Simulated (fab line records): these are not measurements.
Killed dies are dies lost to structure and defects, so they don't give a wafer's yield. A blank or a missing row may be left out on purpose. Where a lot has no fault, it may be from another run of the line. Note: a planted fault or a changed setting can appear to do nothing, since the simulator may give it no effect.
fab line records	flow nand-harc
record: lots: 12	wafers: 33	last-day: 24
route steps=1159 shown A_SLIT@799 A_WL_FILL@810 END@1159
lots untouched by any fault: they come from a run of this same line in which no faults occurred
start-h: start of the lot's first displayed wafer, in hours after the record's first day	wait-h: hours since the lot's step before	" identical to the entry in the row above	L1.1+2: one row covering several wafers at once	- no value, or no start was given	* or withheld: withheld	< > ~ a bound
route shown NAME@n: NAME is a module with steps in the file, n the number in the route of the first one	usual: mean/standard deviation taken from wafers without a fault	same: alike in all rows	chamber/n: place in a boat	sites: each site's reading	_std_site: the standard deviation of these	_edge_site: outer sites' mean less inner sites'	radius-mm: how far each site lies from the wafer's centre	mask NAME#n: copy n	behind: the most recent tool/chamber to have shaped the wafer	hold: the reason the lot was held/the length of the hold in hours/how it ended	device: names the non-switching transistor (n, p or np)	end of line: the tests these same wafers got at the end of their route	a step without rows: its recipe alone	killed: dies lost to structure and defects at the first sort, not the wafer's yield	map: shows each die of a wafer: x if killed, . if not, _ if none is there
set.NAME: the setting that was run; set.NAME@STEP: the one run at that earlier step	model.NAME: the simulator's own value behind a step, which no gauge read
route steps across a sampled set of lots; one table per step, one row per wafer
services: a tool's chamber out of use, with start hour (start-h, from the record's first day; less than 0 if before it), hours out, and reason
== steps ==
step: NHARC_A_SLIT_ETCH_29
recipe: target-depth-a: 1000	overetch-a: 100	time-s: 55	ion-energy-ev: 100	cf4-flow-sccm: 80	o2-flow-sccm: 20	ar-flow-sccm: 0	rf-w: 300	bias-w: 100	chemistry: CF4/O2
usual: bias-w: 100.00/0.29	drypump-motor-current-A: 5.9/0.3	oes_o_777_au: 1.000/0.0045	oes-product-au: 1.002/0.0098	rf-vpp-V: 197.9/1.1	showerhead-plenum-p-Torr: 1.35/0.04	throttle-valve-pct: 13.398/0.0083
lot.wafer	tool	chamber	start-h	wait-h	bias-w	drypump-motor-current-A	oes_o_777_au	oes-product-au	rf-hours-counter-h	rf-vpp-V	showerhead-plenum-p-Torr	throttle-valve-pct
L255.1	rie-diel-07	0	321.41	0.1	99.99	6.4	0.998	1.012	5	198.9	1.34	13.379
L255.4	"	1	"	"	99.96	5.4	1.011	1.005	5	199.0	1.41	13.398
L255.5	"	3	"	"	99.48	5.4	0.994	0.998	-	198.9	1.37	13.401
L257.4	rie-diel-07	0	351.93	0.1	100.66	6.4	1.004	1.008	7	197.1	1.34	13.416
L257.3	"	1	"	"	100.28	5.4	0.998	1.002	7	198.8	1.41	13.405
L257.5	"	0	"	"	99.90	6.4	1.002	1.004	-	198.2	1.34	13.397
L258.4	rie-diel-06	1	353.62	0.1	100.03	5.9	1.001	1.007	6	197.7	1.34	13.393
L258.5	"	0	"	"	99.78	6.2	0.994	0.992	-	197.3	1.32	13.408
L258.6	"	1	"	"	100.19	5.9	1.003	1.007	-	198.0	1.34	13.403
L260.4	rie-diel-07	3	370.63	0.1	99.31	5.4	0.996	1.002	9	198.2	1.37	13.392
L260.2	"	2	"	"	99.97	5.8	1.001	0.987	10	198.9	1.38	13.399
L260.6	"	3	"	"	99.48	5.4	1.004	1.000	-	198.4	1.37	13.403
L264.3	rie-diel-02	1	378.40	0.1	99.58	6.1	1.004	1.010	2	197.2	1.31	13.407
L264.1	"	3	"	"	99.96	5.9	0.997	1.015	4	197.0	1.28	13.396
L267.3	rie-diel-06	0	391.01	0.1	99.91	6.2	0.991	1.001	11	198.0	1.32	13.397
L267.4	"	1	"	"	100.15	5.9	1.008	1.015	10	196.8	1.34	13.398
L268.4	rie-diel-07	2	400.40	0.1	100.05	5.8	0.994	0.991	10	200.4	1.38	13.403
L268.6	"	1	"	"	100.04	5.4	1.005	1.017	-	198.1	1.41	13.401
L270.1	rie-diel-02	1	411.80	0.1	100.17	6.1	1.004	1.006	6	197.4	1.31	13.389
L270.5	"	0	"	"	100.42	5.8	0.997	1.001	-	198.5	1.38	13.404
L270.6	"	1	"	"	100.32	6.1	1.004	1.004	-	196.7	1.31	13.385
L272.3	rie-diel-07	1	425.56	0.1	99.75	5.4	1.005	1.008	1	199.4	1.41	13.408
L272.6	"	3	"	"	99.99	5.4	0.993	1.001	-	197.6	1.37	13.391
L272.5	"	0	"	"	99.97	6.4	0.996	1.005	-	199.1	1.34	13.401
L271.3	rie-diel-07	2	426.54	0.1	100.06	5.8	0.993	0.980	1	199.8	1.38	13.393
L271.2	"	3	"	"	100.17	5.4	0.994	1.004	1	199.2	1.37	13.404
L271.1	"	1	"	"	100.48	5.4	1.002	1.009	1	199.7	1.41	13.394
L273.1	rie-diel-07	2	428.23	0.1	100.46	5.9	0.999	0.975	1	198.4	1.38	13.406
L273.3	"	0	"	"	99.85	6.4	1.001	1.014	1	196.4	1.34	13.408
L273.4	"	1	"	"	100.18	5.4	0.999	1.019	1	199.5	1.41	13.387
L275.2	rie-diel-02	1	432.55	0.1	99.99	6.0	1.000	0.995	8	198.3	1.31	13.396
L275.1	"	2	"	"	100.74	6.0	0.999	1.001	8	199.4	1.40	13.396
L275.5	"	0	"	"	99.93	5.8	1.005	0.990	-	198.9	1.38	13.401
step: NHARC_A_WL_FILL_RTA_01
recipe: temp-c: 1000	time-s: 5
usual: anneal-temp-c-max: 1005.1/2.6	lamp-power-pct: 32.9/1.7	lamp_zone_1_pct: 32.9/1.7	wafer_temp_C_max: 1003.5/1.1
lot.wafer	tool	chamber	start-h	wait-h	anneal-temp-c-max	lamp-power-pct	lamp_zone_1_pct	wafer_temp_C_max
L255.1	rtp-anneal-02	0	330.25	-	1002.9	31.4	31.5	1004.3
L255.4	"	0	"	"	1003.3	31.5	31.5	1002.8
L255.5	"	0	"	"	1003.3	31.5	31.5	1002.6
L257.3	rtp-anneal-01	0	359.65	-	1007.7	35.0	34.9	1004.5
L257.4	"	0	"	"	1007.8	35.0	35.0	1004.3
L257.5	"	0	"	"	1005.8	35.0	34.9	1003.8
L258.4	rtp-anneal-02	0	359.85	-	1003.8	31.5	31.5	1002.7
L258.5	"	0	"	"	1003.7	31.4	31.4	1002.5
L258.6	"	0	"	"	1003.5	31.4	31.4	1004.6
L260.2	rtp-anneal-02	0	379.57	-	1002.4	31.4	31.4	1002.8
L260.4	"	0	"	"	1002.3	31.5	31.5	1003.1
L260.6	"	0	"	"	1002.3	31.4	31.4	1002.5
L264.1	rtp-anneal-02	0	387.02	-	1003.1	31.4	31.4	1003.5
L264.3	"	0	"	"	1002.8	31.4	31.4	1003.6
L267.3	rtp-anneal-02	0	398.25	-	1002.7	31.4	31.4	1002.4
L267.4	"	0	"	"	1003.4	31.4	31.4	1002.2
L268.4	rtp-anneal-01	0	409.06	-	1006.6	35.0	35.0	1002.9
L268.6	"	0	"	"	1007.3	35.0	35.0	1004.9
L270.1	rtp-anneal-01	0	420.40	-	1006.3	35.0	34.9	1003.7
L270.5	"	0	"	"	1009.4	35.0	35.0	1003.7
L270.6	"	0	"	"	1008.3	34.9	34.9	1004.5
L272.3	rtp-anneal-01	0	433.59	-	1009.5	35.0	35.0	1005.0
L272.5	"	0	"	"	1007.8	35.0	35.0	1005.7
L272.6	"	0	"	"	1010.3	35.0	34.9	1004.7
L271.1	rtp-anneal-01	0	433.71	-	1006.8	35.0	35.0	1004.5
L271.2	"	0	"	"	1007.3	35.0	35.0	1005.0
L271.3	"	0	"	"	1005.6	35.0	35.0	1003.2
L273.1	rtp-anneal-02	0	436.77	-	1003.0	31.4	31.4	1004.1
L273.3	"	0	"	"	1003.8	31.4	31.4	1002.1
L273.4	"	0	"	"	1002.4	31.4	31.4	1002.6
L275.1	rtp-anneal-02	0	441.13	-	1003.1	31.4	31.5	1002.5
L275.2	"	0	"	"	1002.6	31.4	31.4	1002.0
L275.5	"	0	"	"	1002.6	31.4	31.5	1002.0
step: NHARC_A_WL_FILL_ALD_02
recipe: target-thk-a: 20	pulse-time-s: 3	ald-cycles: 100	temp-c: 450	material: TiN
usual: ald-cycles: 100/0	heater-power-w: 1021/100	precursor-pulse-height-rel: 0.998/0.021
lot.wafer	tool	chamber	start-h	wait-h	ald-cycles	heater-power-w	precursor-pulse-height-rel	since-wet-clean-h
L255.4	ald-metal-01	1	330.53	0.2	100	1074	1.005	41
L255.1	"	3	"	"	100	1093	0.960	41
L255.5	"	2	"	"	100	1126	1.040	-
L257.3	ald-metal-04	2	359.81	0.1	100	945	0.973	122
L257.4	"	0	"	"	100	1067	0.977	122
L257.5	"	3	"	"	100	1086	1.040	-
L258.4	ald-metal-03	0	359.98	0.1	100	886	0.995	28
L258.6	"	0	"	"	100	908	0.994	-
L258.5	"	1	"	"	100	1051	1.019	-
L260.2	ald-metal-04	2	379.86	0.3	100	959	1.011	142
L260.6	"	1	"	"	100	1023	0.974	-
L260.4	"	2	"	"	100	947	0.991	-
L264.1	ald-metal-03	3	387.23	0.2	52	787	1.011	55
L264.3	"	0	"	"	100	902	0.985	55
L267.3	ald-metal-03	0	398.46	0.2	100	920	0.981	67
L267.4	"	3	"	"	52	791	1.033	-
L268.4	ald-metal-03	1	409.19	0.1	52	1059	1.020	77
L268.6	"	1	"	"	100	1069	0.984	-
L270.1	ald-metal-04	3	420.66	0.2	100	1037	0.977	5
L270.6	"	2	"	"	100	914	0.990	-
L270.5	"	3	"	"	100	1054	1.005	-
L272.3	ald-metal-04	3	433.79	0.2	100	1076	0.978	18
L272.6	"	2	"	"	100	921	1.001	-
L272.5	"	3	"	"	100	1061	0.966	-
L271.2	ald-metal-01	2	433.92	0.2	100	1115	0.990	144
L271.3	"	0	"	"	100	1041	1.000	144
L271.1	"	1	"	"	100	1087	0.991	144
L273.3	ald-metal-04	3	437.02	0.2	100	1012	1.000	21
L273.4	"	0	"	"	100	1064	1.010	21
L273.1	"	1	"	"	100	1003	0.988	21
L275.1	ald-metal-04	1	441.42	0.3	100	1001	0.999	25
L275.2	"	2	"	"	100	925	1.003	26
L275.5	"	3	"	"	100	1062	0.987	-
step: NHARC_A_WL_FILL_ALD_10
recipe: target-thk-a: 500	pulse-time-s: 10	ald-cycles: 500	temp-c: 300	material: SiO2
usual: ald-cycles: 500/0	heater-power-w: 459/52	precursor-pulse-height-rel: 1.000/0.017
lot.wafer	tool	chamber	start-h	wait-h	ald-cycles	heater-power-w	precursor-pulse-height-rel	since-wet-clean-h
L255.1	ald-hk-02	1	345.47	0.1	500	422	1.011	56
L255.4	"	3	347.50	2.1	500	546	1.008	58
L255.5	"	2	350.54	5.1	500	509	0.998	-
L257.4	ald-hk-02	2	373.93	1.1	500	513	0.998	85
L257.3	"	3	"	"	500	560	0.985	85
L257.5	"	1	375.47	2.6	500	409	0.962	-
L258.4	ald-hk-02	2	377.54	4.7	500	526	1.048	88
L258.6	"	3	"	"	500	560	1.012	-
L258.5	"	0	"	"	500	422	0.995	-
L260.2	ald-hk-01	1	389.82	0.6	500	408	1.009	151
L260.4	"	2	"	"	500	420	0.992	151
L260.6	"	1	391.88	2.6	500	408	0.998	-
L264.3	ald-hk-02	2	410.96	0.0	500	521	1.012	122
L264.1	"	0	411.99	1.1	500	428	1.008	123
L267.4	ald-hk-04	1	417.66	1.4	500	422	1.002	45
L267.3	"	0	419.20	2.9	500	487	1.002	46
L268.4	ald-hk-02	0	422.49	0.0	500	425	0.995	133
L268.6	"	1	425.07	2.6	500	411	1.006	-
L270.1	ald-hk-04	0	431.02	1.1	500	510	1.002	58
L270.6	"	2	432.05	2.1	500	540	0.977	-
L270.5	"	3	"	"	500	448	0.996	-
L272.3	ald-hk-01	0	449.11	0.6	500	418	1.000	32
L272.5	"	3	450.65	2.1	500	428	1.031	-
L272.6	"	0	"	"	500	419	1.004	-
L271.2	ald-hk-01	1	452.19	3.6	500	404	1.006	35
L271.1	"	2	"	"	500	422	0.961	36
L271.3	"	3	"	"	500	434	0.993	36
L273.3	ald-hk-01	2	454.79	1.9	500	409	0.982	38
L273.4	"	3	"	"	500	415	1.014	38
L273.1	"	0	"	"	500	423	1.014	39
L275.1	ald-hk-01	0	464.29	1.1	500	437	1.001	47
L275.2	"	1	"	"	500	424	0.994	48
L275.5	"	2	"	"	500	414	0.990	-
step: NHARC_END_SORT_01
recipe: temp-c: 25
usual: killed-at-array: 29/9.4	killed-at-other: 0.7/1.3	killed-at-periphery: 2.9/2.1	killed-dies: 32/9	killed-open: 3.3/1.8	killed-short: 1.9/1.4
same: gross-dies: 677
lot.wafer	tool	chamber	start-h	wait-h	killed-at-array	killed-at-other	killed-at-periphery	killed-dies	killed-open	killed-short
L264.1	prober-01	0	511.00	2.5	675	0	2	677	2	3
L264.3	prober-01	0	512.60	3.1	15	0	6	21	2	1
L267.3	prober-02	0	513.42	3.1	47	0	4	51	3	4
L267.4	prober-02	0	514.21	3.4	674	0	3	677	3	3
L268.4	prober-01	0	521.19	3.4	669	1	7	677	3	2
L268.6	prober-01	0	522.80	4.0	15	1	4	20	4	0
killed by level:class
L264.1 A_WL_FILL:area-ald=651 A_CONTACT:chamber-film-flake=8 A_CHANNEL_HOLE_D1:chamber-film-flake=6 A_WL_FILL:chamber-film-flake=3 A_ONON_D1:geometric-particle:open=2 P_M0:chamber-film-flake=2 A_ONON_D1:geometric-particle:short=1 A_CHANNEL_FILL_D1:geometric-particle:short=1
L264.3 A_STAIRCASE:chamber-film-flake=4 P_M0:chamber-film-flake=3 A_CONTACT:chamber-film-flake=3 P_STI:chamber-film-flake=2 A_ZERO_WELL:chamber-film-flake=2 A_SGD_CUT:chamber-film-flake=2 A_WL_FILL:chamber-film-flake=2 P_GATE:geometric-particle:open=1
L267.3 A_SLIT:chamber-film-flake=21 A_CHANNEL_HOLE_D1:chamber-film-flake=8 A_STAIRCASE:chamber-film-flake=6 A_CONTACT:chamber-film-flake=6 P_M0:geometric-particle:open=1 A_ONON_D1:geometric-particle:short=1 A_CHANNEL_FILL_D1:geometric-particle:open=1 A_SGD_CUT:geometric-particle:short=1
L267.4 A_WL_FILL:area-ald=626 A_CHANNEL_HOLE_D1:chamber-film-flake=18 A_SLIT:chamber-film-flake=17 A_STAIRCASE:chamber-film-flake=4 A_CONTACT:chamber-film-flake=4 P_STI:geometric-particle:short=1 P_M1:geometric-particle:open=1 A_ONON_D1:geometric-particle:short=1
L268.4 A_WL_FILL:area-ald=648 A_CHANNEL_HOLE_D1:chamber-film-flake=9 A_CONTACT:chamber-film-flake=4 P_M1:chamber-film-flake=3 A_M1:chamber-film-flake=3 P_BONDPAD:chamber-film-flake=2 A_STAIRCASE:chamber-film-flake=2 P_GATE:geometric-particle:open=1
L268.6 A_CHANNEL_HOLE_D1:chamber-film-flake=6 P_BONDPAD:chamber-film-flake=3 A_M1:chamber-film-flake=3 A_CONTACT:geometric-particle:open=2 A_STAIRCASE:chamber-film-flake=2 P_M0:geometric-particle:open=1 A_ONON_D1:geometric-particle:open=1 A_CONTACT:chamber-film-flake=1
== services ==
tool	chamber	start-h	hours	kind
rtp-anneal-02	-	300.00	12.0	pm
rie-diel-07	2	301.94	2.4	repair
ald-metal-03	-	322.00	10.0	pm
rie-diel-02	-	327.70	9.0	pm
rie-diel-07	3	337.54	5.3	repair
rie-diel-06	-	342.28	0.6	repair
rie-diel-06	-	342.88	1.2	repair
ald-metal-04	3	360.33	28.0	repair
ald-hk-04	-	364.00	10.0	pm
ald-metal-03	1	377.92	26.3	repair
rie-diel-02	2	382.50	8.2	repair
rie-diel-02	0	388.96	12.8	repair
rie-diel-07	2	404.52	7.0	repair
rie-diel-07	-	404.90	0.2	repair
rie-diel-07	-	405.20	9.0	pm
ald-metal-04	-	406.00	10.0	pm
ald-hk-01	-	407.92	10.0	pm
rie-diel-06	-	418.20	9.0	pm
ald-metal-03	1	437.73	3.5	repair
ald-metal-03	-	445.22	1.1	repair
ald-metal-03	-	455.76	0.6	repair
ald-metal-01	-	458.00	10.0	pm
ald-hk-02	-	461.17	10.0	pm
rie-diel-02	3	463.07	2.8	repair
== key ==
first-sign: step: NHARC_A_WL_FILL_ALD_02	reading: ald-cycles	direction: down	sigmas: 99+	usual: 100	struck: 52
effect: step: NHARC_END_SORT_01	reading: killed-dies	direction: up	sigmas: 72	usual: 32	struck: 677
more-kills-born-at: NHARC_A_WL_FILL_ALD_02@ald-metal-03: 1925
met-at NHARC_A_WL_FILL_ALD_02
struck-lots L264,L267,L268
struck-wafers L264.1,L267.4,L268.4
later-rows-left-out L264.1,L267.4,L268.4
tester-left-out L264,L267,L268
not-acting-at NHARC_A_SLIT_ETCH_29,NHARC_A_WL_FILL_RTA_01,NHARC_A_WL_FILL_ALD_10
onset-between 359.98 387.23
fault: kind: process-parameter-drift	tool: ald-metal-03	chamber: -	onset-h: 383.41	steps: NHARC_A_WL_FILL_ALD_02	channel: ald-cycles	offset: -48	shape: step	end-h: 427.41	scope: struck-wafers-only	acts-in: these-recipes-only	stated: 100
tester-left-out: of these lots the tester's yield and bins aren't shown, on N5 and GAA mostly nor the transistor test; their killed dies are dies lost to structure and defects alone, not to doping, threshold or leakage, so they don't give the yield
later-rows-left-out: the simulator's readings of these wafers behind a module that went badly wrong aren't trusted and aren't shown, but for the sort
